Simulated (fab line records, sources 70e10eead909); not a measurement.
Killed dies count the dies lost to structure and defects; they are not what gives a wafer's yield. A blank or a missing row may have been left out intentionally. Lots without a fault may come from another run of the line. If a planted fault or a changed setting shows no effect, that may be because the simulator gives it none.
Shared-tool check / flow nand harc / 1 lot, 3 wafers sampled

## REASON FOR OPENING
At NHARC_END_SORT_01 the reading killed at periphery is flagged on 1 of 1 lot. Fault-free wafers read 4.0, with a standard deviation of 2.6.
Rule: a lot is flagged in two cases, either no wafer of it has a number, or all its wafers with numbers fall more than 4 standard deviations from that mean. As for the other lots, they are considered sound.

lot=L787; measured=day 27 04:28; on=prober-01; killed at periphery, wafer by wafer=569 565 561; flag=FLAGGED
The numbers of the flagged lots are 565.0 on average: +561.0 against the usual, or +99 or more standard deviations.

## WHICH TOOL RAN EACH LOT
The record holds 2 process steps before the reading, out of a route of 1302 steps. Each cell gives the tool, then ch followed by the chambers the sampled wafers passed through, then the start.
lot=L787; flag=FLAGGED; NHARC_P_GATE_OXIDE_02=furnace-03 ch 0, day 7 04:17 and furnace-04 ch 0, day 7 08:52; NHARC_P_GATE_ETCHBACK_37=rie diel-12 ch 1,2,3, day 27 04:28 or earlier
What is done by these steps:
- NHARC_P_GATE_OXIDE_02: material SiO2, target thk 37.5 nm, ox time 365 s.
- NHARC_P_GATE_ETCHBACK_37: etches the open film in CHF3/O2, target depth 34.5 nm, time 17.2 s.
- NHARC_END_SORT_01

## FLAGGED AGAINST TOTAL, ONE TOOL AT A TIME (gauges that did the reading follow at the end)
step=NHARC_P_GATE_OXIDE_02; tool=furnace-03; lots run=1; flagged=1; share of the flagged lots=all; sound lots run after its first flagged lot=0
step=NHARC_P_GATE_OXIDE_02; tool=furnace-04; lots run=1; flagged=1; share of the flagged lots=all; sound lots run after its first flagged lot=0
step=NHARC_P_GATE_ETCHBACK_37; tool=rie diel-12; lots run=1; flagged=1; share of the flagged lots=all; sound lots run after its first flagged lot=0
step=NHARC_END_SORT_01; tool=prober-01; lots run=1; flagged=1; share of the flagged lots=all; sound lots run after its first flagged lot=0
NHARC_P_GATE_ETCHBACK_37: start missing for some lots; hours and lot order therefore follow NHARC_END_SORT_01.

## WHAT THE TABLE PERMITS
4 rows of the table ran every flagged lot: furnace-03 at NHARC_P_GATE_OXIDE_02, furnace-04 at NHARC_P_GATE_OXIDE_02, rie diel-12 at NHARC_P_GATE_ETCHBACK_37, prober-01 at NHARC_END_SORT_01.
- furnace-03 at NHARC_P_GATE_OXIDE_02: 1 of its 1 lot flagged. Because this sample shows no sound lot run on it before its first flagged lot, the start cannot be pinned down more closely.
- furnace-04 at NHARC_P_GATE_OXIDE_02: 1 of its 1 lot flagged. Because this sample shows no sound lot run on it before its first flagged lot, the start cannot be pinned down more closely.
- rie diel-12 at NHARC_P_GATE_ETCHBACK_37: 1 of its 1 lot flagged. Because this sample shows no sound lot run on it before its first flagged lot, the start cannot be pinned down more closely.
- prober-01 at NHARC_END_SORT_01: 1 of its 1 lot flagged. Because this sample shows no sound lot run on it before its first flagged lot, the start cannot be pinned down more closely.
Because each of these 4 tools fits a fault that began at some hour, counting lots does not separate them. More lots, or a look at what each step does to the wafer, might.

## WHAT THE SIMULATOR HAD PUT IN
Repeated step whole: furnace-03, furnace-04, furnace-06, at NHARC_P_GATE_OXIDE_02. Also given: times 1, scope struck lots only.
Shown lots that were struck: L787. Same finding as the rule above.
